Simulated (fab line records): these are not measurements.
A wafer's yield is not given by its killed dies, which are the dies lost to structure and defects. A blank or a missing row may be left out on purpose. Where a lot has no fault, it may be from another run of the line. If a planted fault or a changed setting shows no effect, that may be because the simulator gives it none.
Split-lot study ; flow n5Finfet ; 7 lots, 39 wafers read, on a route of 1938 steps

== THE SPLIT ITSELF ==
At N5_BEOL_M5_CVD_47 (deposits Co from CCTBA/H2, target thk 3 nm, time 216 s), the setting targetThkA was moved away from the recipe's 30 angstrom on 12 of the 39 wafers read, by -49.3% to +58.1%. This setting was run at the recipe's value on the other wafers.

Reading taken at the split's own step.

== THE READING ==
Co_of_BEOL_M5_CVD_47.thkNm (the simulator's own value, which no gauge read), in nm, at N5_BEOL_M5_CVD_47 (deposits Co from CCTBA/H2, target thk 3 nm, time 216 s). No usual value for it is given in the file. The 27 wafers here that ran the recipe average 3.0 nm, standard deviation 0.14 nm.

wafer;tool, chamber at the split;targetThkA as run, angstrom;against the recipe;Co_of_BEOL_M5_CVD_47.thkNm, nm;against lot-mates on the recipe
L084.1;cvdCo-02, 2,1,1;30;recipe;3;-
L084.2;cvdCo-02, 2,1,1;30;recipe;3;-
L084.6;cvdCo-02, 2,1,1;30;recipe;3;-
L085.1;cvdCo-01, 0,1;30;recipe;3.2;-
L085.2;cvdCo-01, 0,1;30;recipe;3.2;-
L085.3;cvdCo-01, 0;41.44;+38.1%;4.4;+1.3
L085.5;cvdCo-01, 0;41.44;+38.1%;4.4;+1.3
L085.4;cvdCo-01, 1;41.44;+38.1%;4.2;+1.1
L085.6;cvdCo-01, 1;30;recipe;3;-
L086.1;cvdCo-02, 0;15.22;-49.3%;1.6;-1.2
L086.5;cvdCo-02, 0;15.22;-49.3%;1.6;-1.2
L086.2;cvdCo-02, 2,1,2;30;recipe;2.8;-
L086.3;cvdCo-02, 2,1,2;30;recipe;2.8;-
L086.4;cvdCo-02, 2,1,2;30;recipe;2.8;-
L086.6;cvdCo-02, 1;15.22;-49.3%;1.4;-1.4
L089.1;cvdCo-02, 1,2,1;30;recipe;3;-
L089.3;cvdCo-02, 1,2,1;30;recipe;3;-
L089.6;cvdCo-02, 1,2,1;30;recipe;3;-
L089.2;cvdCo-02, 0;47.43;+58.1%;5;+2.0
L089.4;cvdCo-02, 0;47.43;+58.1%;5;+2.0
L089.5;cvdCo-02, 2;47.43;+58.1%;4.8;+1.8
L090.1;cvdCo-02, 0;30;recipe;3.2;-
L090.2;cvdCo-02, 2,1,0,1;30;recipe;3;-
L090.3;cvdCo-02, 2,1,0,1;30;recipe;3;-
L090.4;cvdCo-02, 2,1,0,1;30;recipe;3;-
L090.6;cvdCo-02, 2,1,0,1;30;recipe;3;-
L090.5;cvdCo-02, 2;30;recipe;2.8;-
L092.1;cvdCo-01, 1,0,0,1,0;30;recipe;3.2;-
L092.2;cvdCo-01, 1,0,0,1,0;30;recipe;3.2;-
L092.4;cvdCo-01, 1,0,0,1,0;30;recipe;3.2;-
L092.5;cvdCo-01, 1,0,0,1,0;30;recipe;3.2;-
L092.6;cvdCo-01, 1,0,0,1,0;30;recipe;3.2;-
L092.3;cvdCo-01, 1;30;recipe;3;-
L094.1;cvdCo-02, 2,0;15.93;-46.9%;1.8;-1.2
L094.5;cvdCo-02, 2,0;15.93;-46.9%;1.8;-1.2
L094.2;cvdCo-02, 0;30;recipe;3;-
L094.3;cvdCo-02, 1;30;recipe;2.8;-
L094.4;cvdCo-02, 1;15.93;-46.9%;1.4;-1.6
L094.6;cvdCo-02, 2;30;recipe;3.2;-
Rows listing several chambers each stand for several wafers; the file does not say which wafer went through which chamber.

THE FIT
A straight line over all 39 wafers: Co_of_BEOL_M5_CVD_47.thkNm changes by +0.0315 nm for each +1% of targetThkA; r = +0.99; the points scatter about the line by 0.15 nm.
The same after taking each lot's own level away (the mean of its wafers on the recipe; 39 wafers): +0.0299 nm for each +1%; r = +0.99; scatter 0.13 nm.
Per that fit: largest targetThkA move, reading shift of 1.7 nm.
From 2.80 to 3.17 nm: that is the span of the lots' own levels, equal to 2.6 times the standard deviation above.
Consequently the slope shifts little with the lot-to-lot level, the two slopes agreeing.
Check: +1.74 nm against its lot-mates is what the line predicts for one of the wafers moved furthest among these (+58.1%) when that wafer is left out of the fit. It came out at +2 nm against them.

== OTHER SPLITS ON THESE WAFERS ==
These wafers also went through other splits before the reading. Each is held against what the fit with the lots' levels taken away leaves over:
other split on the same wafers;wafers away from the commonest value;r with Co_of_BEOL_M5_CVD_47.thkNm (lot level and that fit taken away)
N5_FIN_SAQP_HM_DEP_72 timeS;18;-0.11
N5_STI_FIN_REVEAL_ETCHBACK_08 targetDepthA;12;-0.20
N5_BEOL_M0_SAQP_PECVD_96 timeS;12;-0.02
N5_BEOL_M1_HM_DEP_02 targetThkA;12;+0.12
N5_BEOL_M1_ETCH_70 timeS;15;+0.18
N5_BEOL_M4_CVD_47 targetThkA;18;+0.05

== THE FILE'S OWN FIT ==
Co_of_BEOL_M5_CVD_47.thkNm changes by +0.0299 nm for each +1% of targetThkA, r = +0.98.
